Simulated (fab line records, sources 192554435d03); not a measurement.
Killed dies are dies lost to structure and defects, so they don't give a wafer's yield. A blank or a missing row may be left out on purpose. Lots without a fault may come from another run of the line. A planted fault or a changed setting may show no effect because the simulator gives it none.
Problem report in the 8D (eight disciplines) form, filled by code | flow n5_finfet | the parts of the form that need people (team, actions taken, sign-off) are left out

1. THE PROBLEM
raw_defect_count at N5_PMOS_HMC_CHANNEL_EPI_INSPECT_30 reads a mean of 1220 on 1 wafer of 1 lot; wafers without a fault read 18 with a standard deviation of 6.3. That is +99 or more standard deviations from the usual mean.
The step: inspects for defects (darkfield).
First seen on wafer L562.2, day 6 02:10, on defect_inspect-01. The record holds 26 wafers of 9 lots with a number at this step. Rule for "out", or "out of limits": more than 4 standard deviations from the usual mean. The other wafers with a number count as sound.

2. WHAT IT IS AND WHAT IT IS NOT
question                    | is                | is not
which readings at this step | raw_defect_count  | -
which lots                  | L562              | L546, L547, L548, L552, L557, L558, L559, L568
which wafers of those lots  | L562.2            | L562.3, L562.5
read on which gauges        | defect_inspect-01 | defect_inspect-02
when                        | from day 6 02:10  | up to then (22 sound wafers); but 3 sound wafers of L568 came after

3. SUSPECTS, AND WHAT RULES EACH OUT
Counting: a tool at a process step up to the reading stays a suspect if it ran every lot that is out. Sound lots after the first of them don't rule it out here, since some wafers of a struck lot are sound.
- the gauge at N5_PMOS_HMC_CHANNEL_EPI_INSPECT_30: ruled out. All the wafers that are out were read on defect_inspect-01, but those of them that N5_FIN_SAQP_INSPECT_40 has rows for are out there too, on other tools.
- rie_diel-06 at N5_PMOS_HMC_CHANNEL_EPI_STRIP_33 (strips in N2/H2): kept. It ran the lot that is out, L562 (day 5 23:26); its last sound lot up to then is L558 (day 5 00:10).
- wet_bench-02 at N5_PMOS_HMC_CHANNEL_EPI_PRECLEAN_37 (cleans in O3/DIW, time 45 s): kept. It ran the lot that is out, L562 (day 6 01:38); its last sound lot up to then is L557 (day 4 21:09).
- Within rie_diel-06 at N5_PMOS_HMC_CHANNEL_EPI_STRIP_33: the wafers that are out ran in chamber 2; their sound lot-mates ran in chambers 0, 1.
Left after counting: rie_diel-06 at N5_PMOS_HMC_CHANNEL_EPI_STRIP_33, wet_bench-02 at N5_PMOS_HMC_CHANNEL_EPI_PRECLEAN_37.

4. THE CAUSE (what the simulator had put in)
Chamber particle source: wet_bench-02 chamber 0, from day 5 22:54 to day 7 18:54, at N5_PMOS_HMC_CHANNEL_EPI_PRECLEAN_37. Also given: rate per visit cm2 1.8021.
Counting left 2 suspects, and this tool is among them.

5. THE CHAIN OF EFFECTS, in route order
Each row: a reading whose mean over the struck wafers that have a number lies more than 3 standard deviations from the usual. Only readings for which the record gives a usual standard deviation are gone through. hours: the time from each lot's start at the first step in this table that gives one to its start at this step, as a median over the lots. sigmas: the change in usual standard deviations.
hours | step                               | reading              | usual  | on struck wafers | change | sigmas
0     | N5_PMOS_HMC_CHANNEL_EPI_INSPECT_30 | raw_defect_count     | 18     | 1220             | +1202  | +99 or more
2     | N5_FIN_SAQP_INSPECT_18             | raw_defect_count     | 388    | 1561             | +1173  | +12
6     | N5_FIN_SAQP_INSPECT_40             | raw_defect_count     | 230    | 1431             | +1201  | +18
311   | N5_PASSIVATION_PROBE_49            | defect_limited_yield | 91.2 % | 84.3             | -6.9   | -4.6
311   | N5_PASSIVATION_PROBE_49            | killed_at_front_end  | 38     | 130              | +92    | +7.7
311   | N5_PASSIVATION_PROBE_49            | killed_dies          | 104    | 185              | +81    | +4.5
311   | N5_PASSIVATION_PROBE_49            | killed_on_rim        | 13     | 29               | +16    | +4.3
311   | N5_PASSIVATION_PROBE_49            | sort_bin_5_function  | 5.2 %  | 9.0              | +3.8   | +3.8
311   | N5_PASSIVATION_PROBE_49            | sort_n_pass          | 1076   | 995              | -81    | -4.5
311   | N5_PASSIVATION_PROBE_49            | sort_yield_pct       | 91.2 % | 84.3             | -6.9   | -4.6
The process steps in it:
- N5_PASSIVATION_PROBE_49
Later measuring or inspecting steps at which every struck wafer that the step has a row for has a number for every such reading, and none has moved that far: N5_BEOL_M4_RC_MEAS_101.

6. WHAT WOULD HAVE CAUGHT IT SOONER
In this record the first reading out of limits at a measuring or inspecting step was taken at day 6 02:10, 3 hours after the fault began at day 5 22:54.
All the lots that are out (1) had begun N5_PMOS_HMC_CHANNEL_EPI_PRECLEAN_37 on wet_bench-02 by day 6 02:10. A hold on the tool at that time would have spared none of them.
